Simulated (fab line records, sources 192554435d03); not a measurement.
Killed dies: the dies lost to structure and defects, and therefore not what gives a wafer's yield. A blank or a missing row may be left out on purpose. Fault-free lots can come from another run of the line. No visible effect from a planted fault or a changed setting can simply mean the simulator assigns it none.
Split-lot experiment || flow n5_finfet || route with 1938 steps; 7 lots, 21 wafers read

== SPLIT DETAILS ==
At N5_BEOL_M7_TRENCH_ETCH_37 (etches SiCOH lowk in C4F6/O2, target depth 93.478 nm, time 31.2 s), the setting bias_w was moved away from the recipe's 185 W on 7 of the 21 wafers read, by -17.0% to +9.6%. All remaining wafers had this setting at the recipe value.

The reading comes from the split's own step.

== THE READING ==
rf_vpp_V, in V, at N5_BEOL_M7_TRENCH_ETCH_37 (etches SiCOH lowk in C4F6/O2, target depth 93.478 nm, time 31.2 s). Typical for fault-free wafers on this fab line: 666 V, with standard deviation 14 V.

{"wafer": "L074.1", "tool, chamber at the split": "rie_diel-04, 3", "bias_w as run, W": 185, "against the recipe": "recipe", "rf_vpp_V, V": 648, "against lot-mates on the recipe": "-"}
{"wafer": "L074.3", "tool, chamber at the split": "rie_diel-04, 0", "bias_w as run, W": 185, "against the recipe": "recipe", "rf_vpp_V, V": 679, "against lot-mates on the recipe": "-"}
{"wafer": "L074.6", "tool, chamber at the split": "rie_diel-04, 3", "bias_w as run, W": 185, "against the recipe": "recipe", "rf_vpp_V, V": 649, "against lot-mates on the recipe": "-"}
{"wafer": "L080.1", "tool, chamber at the split": "rie_diel-03, 3", "bias_w as run, W": 185, "against the recipe": "recipe", "rf_vpp_V, V": 688, "against lot-mates on the recipe": "-"}
{"wafer": "L080.2", "tool, chamber at the split": "rie_diel-03, 1", "bias_w as run, W": 176.1, "against the recipe": "-4.8%", "rf_vpp_V, V": 653, "against lot-mates on the recipe": -35}
{"wafer": "L080.6", "tool, chamber at the split": "rie_diel-03, 3", "bias_w as run, W": 176.1, "against the recipe": "-4.8%", "rf_vpp_V, V": 661, "against lot-mates on the recipe": -27}
{"wafer": "L087.2", "tool, chamber at the split": "rie_diel-03, 0", "bias_w as run, W": 185, "against the recipe": "recipe", "rf_vpp_V, V": 663, "against lot-mates on the recipe": "-"}
{"wafer": "L087.4", "tool, chamber at the split": "rie_diel-03, 3", "bias_w as run, W": 153.6, "against the recipe": "-17.0%", "rf_vpp_V, V": 593, "against lot-mates on the recipe": -83}
{"wafer": "L087.5", "tool, chamber at the split": "rie_diel-03, 3", "bias_w as run, W": 185, "against the recipe": "recipe", "rf_vpp_V, V": 689, "against lot-mates on the recipe": "-"}
{"wafer": "L090.1", "tool, chamber at the split": "rie_diel-03, 2", "bias_w as run, W": 185, "against the recipe": "recipe", "rf_vpp_V, V": 670, "against lot-mates on the recipe": "-"}
{"wafer": "L090.3", "tool, chamber at the split": "rie_diel-03, 1", "bias_w as run, W": 185, "against the recipe": "recipe", "rf_vpp_V, V": 677, "against lot-mates on the recipe": "-"}
{"wafer": "L090.6", "tool, chamber at the split": "rie_diel-03, 3", "bias_w as run, W": 185, "against the recipe": "recipe", "rf_vpp_V, V": 690, "against lot-mates on the recipe": "-"}
{"wafer": "L088.2", "tool, chamber at the split": "rie_diel-03, 0", "bias_w as run, W": 185, "against the recipe": "recipe", "rf_vpp_V, V": 663, "against lot-mates on the recipe": "-"}
{"wafer": "L088.5", "tool, chamber at the split": "rie_diel-03, 1", "bias_w as run, W": 185, "against the recipe": "recipe", "rf_vpp_V, V": 677, "against lot-mates on the recipe": "-"}
{"wafer": "L088.6", "tool, chamber at the split": "rie_diel-03, 0", "bias_w as run, W": 185, "against the recipe": "recipe", "rf_vpp_V, V": 662, "against lot-mates on the recipe": "-"}
{"wafer": "L095.3", "tool, chamber at the split": "rie_diel-05, 3", "bias_w as run, W": 165.3, "against the recipe": "-10.6%", "rf_vpp_V, V": 618, "against lot-mates on the recipe": -39}
{"wafer": "L095.4", "tool, chamber at the split": "rie_diel-05, 1", "bias_w as run, W": 185, "against the recipe": "recipe", "rf_vpp_V, V": 657, "against lot-mates on the recipe": "-"}
{"wafer": "L095.6", "tool, chamber at the split": "rie_diel-05, 2", "bias_w as run, W": 165.3, "against the recipe": "-10.6%", "rf_vpp_V, V": 590, "against lot-mates on the recipe": -67}
{"wafer": "L093.1", "tool, chamber at the split": "rie_diel-04, 3", "bias_w as run, W": 202.7, "against the recipe": "+9.6%", "rf_vpp_V, V": 698, "against lot-mates on the recipe": "+52"}
{"wafer": "L093.4", "tool, chamber at the split": "rie_diel-04, 1", "bias_w as run, W": 185, "against the recipe": "recipe", "rf_vpp_V, V": 646, "against lot-mates on the recipe": "-"}
{"wafer": "L093.6", "tool, chamber at the split": "rie_diel-04, 3", "bias_w as run, W": 202.7, "against the recipe": "+9.6%", "rf_vpp_V, V": 696, "against lot-mates on the recipe": "+50"}

FIT RESULTS
A straight line over all 21 wafers: rf_vpp_V changes by +4.36 V for each +1% of bias_w; r = +0.86; the points scatter about the line by 16 V.
The same after taking each lot's own level away (the mean of its wafers on the recipe; 21 wafers): +5.12 V for each +1%; r = +0.95; scatter 9.8 V.
The reading moves by 87 V for the largest change in bias_w, on that fit.
The lots' own levels span 646.0 to 688.0 V, that is 3.0 times the standard deviation above.
Hence the slope depends on the lot-to-lot level, as the two fits are not the same.
Check: -89.5 V against its lot-mates is what the line predicts for one of the wafers moved furthest among these (-17.0%) when that wafer is left out of the fit. It came out at -83 V against them.
Tool readings at the split's step, against how far the setting was moved: rf_vpp_V r = +0.86.

== THESE WAFERS: OTHER SPLITS ==
These wafers also went through other splits before the reading. Each is held against what the fit with the lots' levels taken away leaves over:
{"other split on the same wafers": "N5_BEOL_M7_DESCUM_33 time_s", "wafers away from the commonest value": 6, "r with rf_vpp_V (lot level and that fit taken away)": "+0.48"}

== FILE'S OWN FIT ==
rf_vpp_V changes by +5.05 V for each +1% of bias_w, r = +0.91.
